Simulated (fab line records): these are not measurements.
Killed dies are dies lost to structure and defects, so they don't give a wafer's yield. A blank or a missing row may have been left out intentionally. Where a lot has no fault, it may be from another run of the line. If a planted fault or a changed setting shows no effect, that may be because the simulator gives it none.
Split-lot trial	flow n5 finfet	39 wafers read from 7 lots, route of 1938 steps

== THE SPLIT ITSELF ==
At N5_BEOL_M12_ETCH_68 (etches SOC in N2/H2, time 285 s), the setting time s was moved away from the recipe's 285 s on 18 of the 39 wafers read, by -53.0% to +56.1%. For the rest of the wafers, this setting stayed at what the recipe calls for.

The reading comes from the split's own step.

== THE READING ==
SiARC_of_BEOL_M12_COAT_66.thk nm (the simulator's own value, which no gauge read), in nm, at N5_BEOL_M12_ETCH_68 (etches SOC in N2/H2, time 285 s). There is no usual value for it anywhere in the file. Here, 21 wafers ran the recipe; their average is 85.8 nm with a standard deviation of 0.52 nm.

wafer	tool, chamber at the split	time s as run, s	against the recipe	SiARC_of_BEOL_M12_COAT_66.thk nm, nm	against lot-mates on the recipe
L078.1	rie diel-02, 0	285	recipe	86	-
L078.2	rie diel-02, 1	444.9	+56.1%	71.6	-14.0
L078.3	rie diel-02, 3	285	recipe	85.6	-
L078.4	rie diel-02, 2	285	recipe	85.2	-
L078.5	rie diel-02, 3	444.9	+56.1%	72	-13.6
L078.6	rie diel-02, 2	444.9	+56.1%	71.8	-13.8
L084.1	rie diel-03, 0	358.4	+25.8%	79.2	-6.4
L084.2	rie diel-03, 3,1	358.4	+25.8%	79	-6.6
L084.6	rie diel-03, 3,1	358.4	+25.8%	79	-6.6
L084.3	rie diel-03, 2	285	recipe	85.4	-
L084.4	rie diel-03, 1	285	recipe	85.6	-
L084.5	rie diel-03, 2	285	recipe	85.8	-
L083.1	rie diel-03, 1	285	recipe	85.8	-
L083.3	rie diel-03, 2,3	285	recipe	85.4	-
L083.4	rie diel-03, 2,3	285	recipe	85.4	-
L091.1	rie diel-03, 3	190.7	-33.1%	93.6	+7.7
L091.2	rie diel-03, 1,2	285	recipe	85.8	-
L091.5	rie diel-03, 1,2	285	recipe	85.8	-
L091.3	rie diel-03, 0	285	recipe	86	-
L091.4	rie diel-03, 2	190.7	-33.1%	94.4	+8.5
L091.6	rie diel-03, 3	190.7	-33.1%	93.4	+7.5
L086.1	rie diel-02, 0	285	recipe	87	-
L086.2	rie diel-02, 3	285	recipe	86.4	-
L086.3	rie diel-02, 2	133.9	-53.0%	98.6	+11.9
L086.4	rie diel-02, 0	285	recipe	86.8	-
L086.5	rie diel-02, 3	133.9	-53.0%	99	+12.3
L086.6	rie diel-02, 2	133.9	-53.0%	98.8	+12.1
L094.1	rie diel-05, 0	285	recipe	85.2	-
L094.2	rie diel-05, 1	379.7	+33.2%	77.8	-8.0
L094.3	rie diel-05, 2	285	recipe	86	-
L094.4	rie diel-05, 3	379.7	+33.2%	77.2	-8.6
L094.5	rie diel-05, 1	285	recipe	86.2	-
L094.6	rie diel-05, 0	379.7	+33.2%	76.4	-9.4
L097.1	rie diel-05, 2	285	recipe	86.4	-
L097.2	rie diel-05, 3	386.5	+35.6%	77.4	-8.3
L097.3	rie diel-05, 0	386.5	+35.6%	76.2	-9.5
L097.4	rie diel-05, 1	285	recipe	86	-
L097.5	rie diel-05, 1	386.5	+35.6%	77.6	-8.1
L097.6	rie diel-05, 0	285	recipe	84.8	-
Where a row lists several chambers, the file gives one row for several wafers and doesn't say which wafer went through which chamber.

FIT RESULTS
A straight line over all 39 wafers: SiARC_of_BEOL_M12_COAT_66.thk nm changes by -0.249 nm for each +1% of time s; r = -1.00; the points scatter about the line by 0.51 nm.
The same after taking each lot's own level away (the mean of its wafers on the recipe; 39 wafers): -0.241 nm for each +1%; r = -1.00; scatter 0.46 nm.
Per that fit: largest time s move, reading shift of 14 nm.
The span of the lots' own levels, 85.53 to 86.73 nm, comes to 2.3 times the standard deviation stated above.
The two slopes are in agreement: the lot-to-lot level therefore moves the slope only a little.
Check: -13.6 nm against its lot-mates is what the line predicts for one of the wafers moved furthest among these (+56.1%) when that wafer is left out of the fit. It came out at -14 nm against them.

== ADDITIONAL SPLITS CARRIED BY THESE WAFERS ==
Before the reading, these wafers also passed through other splits. Each is held against what the fit with the lots' levels taken away leaves over:
other split on the same wafers	wafers away from the commonest value	r with SiARC_of_BEOL_M12_COAT_66.thk nm (lot level and that fit taken away)
N5_BEOL_M1_HM_DEP_02 target thk a	9	-0.01
N5_BEOL_M5_ILD_DEP_00 time s	9	-0.04
N5_BEOL_M8_ETCH_66 target depth a	18	-0.04

== FILE'S OWN FIT ==
SiARC_of_BEOL_M12_COAT_66.thk nm changes by -0.242 nm for each +1% of time s, r = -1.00.
